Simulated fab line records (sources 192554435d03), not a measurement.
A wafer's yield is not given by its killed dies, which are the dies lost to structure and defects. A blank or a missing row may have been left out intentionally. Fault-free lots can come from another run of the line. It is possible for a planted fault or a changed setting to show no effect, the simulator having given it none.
Split-lot trial	flow n5Finfet	21 wafers read across 7 lots, on a route 1938 steps long

## THE SPLIT
At N5_BEOL_M15_CMP_49 (polishes, stops on SiO2, t overpolish 4.9 s, target thk 850 nm), the setting downForcePsi was moved away from the recipe's 2 psi on 7 of the 21 wafers read, by -15.0% to +19.0%. This setting was run at the recipe's value on the other wafers.

The reading comes from the split's own step.

## THE READING
barrierFieldEndpointS, in s, at N5_BEOL_M15_CMP_49 (polishes, stops on SiO2, t overpolish 4.9 s, target thk 850 nm). Typical for fault-free wafers on this fab line: 11.3 s, with standard deviation 0.3 s.

wafer	tool, chamber at the split	downForcePsi as run, psi	against the recipe	barrierFieldEndpointS, s	against lot-mates on the recipe
L074.3	cmp-03, 3	1.851	-7.5%	12.1	+0.5
L074.1	cmp-03, 0	2	recipe	11.8	-
L074.5	cmp-03, 2	2	recipe	11.4	-
L075.4	cmp-03, 2	2	recipe	11.7	-
L075.3	cmp-03, 3	2.381	+19.0%	9.4	-2.3
L075.5	cmp-03, 2	2.381	+19.0%	9.7	-2.0
L082.2	cmp-01, 0	2	recipe	11.5	-
L082.3	cmp-01, 2	2	recipe	11.1	-
L082.4	cmp-01, 3	2	recipe	11.7	-
L090.4	cmp-03, 3	2.27	+13.5%	9.4	-2.3
L090.3	cmp-03, 0	2	recipe	11.7	-
L090.2	cmp-03, 2	2.27	+13.5%	9.8	-1.9
L087.4	cmp-03, 2	2	recipe	11.4	-
L087.1	cmp-03, 1	1.7	-15.0%	13.1	+1.7
L087.5	cmp-03, 3	1.7	-15.0%	12.9	+1.5
L094.3	cmp-04, 3	2	recipe	11.5	-
L094.4	cmp-04, 0	2	recipe	11.0	-
L094.5	cmp-04, 0	2	recipe	11.1	-
L097.1	cmp-01, 3	2	recipe	11.7	-
L097.4	cmp-01, 1	2	recipe	11.7	-
L097.2	cmp-01, 2	2	recipe	11.1	-

THE FIT
A straight line over all 21 wafers: barrierFieldEndpointS changes by -0.108 s for each +1% of downForcePsi; r = -0.96; the points scatter about the line by 0.28 s.
The same after taking each lot's own level away (the mean of its wafers on the recipe; 21 wafers): -0.118 s for each +1%; r = -0.97; scatter 0.27 s.
On that fit, the largest move of downForcePsi shifts the reading by 2.2 s.
The lots' own levels span 11.20 to 11.70 s, that is 1.7 times the standard deviation above.
Consequently the slope shifts little with the lot-to-lot level, the two slopes agreeing.
Check: with one of the wafers moved furthest among these (+19.0%) left out of the fit, the line predicts -2.33 s for it against its lot-mates. It came out at -2.3 s against them.
Tool readings at the split's step, against how far the setting was moved: barrierFieldEndpointS r = -0.96.

## FILE'S OWN FIT
barrierFieldEndpointS changes by -0.118 s for each +1% of downForcePsi, r = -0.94.
